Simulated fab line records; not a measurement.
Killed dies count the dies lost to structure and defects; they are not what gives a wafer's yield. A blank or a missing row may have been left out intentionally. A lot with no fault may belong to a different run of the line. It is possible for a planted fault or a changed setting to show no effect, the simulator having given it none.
Chamber matching	flow n5-finfet	N5_FIN_CUT_CUT_ETCH_27 on rie-diel-02 has 4 sister chambers
The step etches SiO2 in CHF3/O2, target depth 4 nm, overetch 2 nm, time 4.9 s. 8 wafers are shown with their chamber, then 8 later ones without.

WAFERS, EACH WITH ITS CHAMBER
wafer	chamber	showerhead-plenum-p-Torr (Torr)	rf-vpp-V (V)
L074.5	2	2.37	525
L083.1	3	2.31	515
L083.4	1	2.32	519
L087.2	3	2.31	513
L087.3	1	2.31	519
L087.5	2	2.36	525
L088.5	0	2.47	522
L093.1	0	2.46	524

WAFERS MISSING THEIR CHAMBER
wafer	showerhead-plenum-p-Torr (Torr)	rf-vpp-V (V)
L093.3	2.36	523
L093.5	2.36	525
L095.1	2.31	519
L095.2	2.31	513
L095.4	2.36	525
L096.1	2.46	522
L096.2	2.31	519
L096.3	2.30	514

WHICH CHAMBER EACH WENT THROUGH
wafer	from the rows above	in truth
L093.3	2	2
L093.5	2	2
L095.1	1	1
L095.2	3	3
L095.4	2	2
L096.1	0	0
L096.2	1	1
L096.3	3	3
Correctly placed: 8 of 8. Not placeable from these rows: 0. 0 placed wrongly.
How it was worked out, from the rows above alone: a wafer's distance from a chamber is the root of the sum, over the readings, of the square of ((its reading less the chamber's mean) divided by the reading's scatter). The wafer belongs to the nearest chamber; if the next one is less than 2 further off, it can't be placed. For every chamber, the mean is computed from those of its wafers that are shown. The scatter: the root of (the sum of the squares of (reading less its chamber's mean) over the shown wafers, divided by (wafers less chambers)).
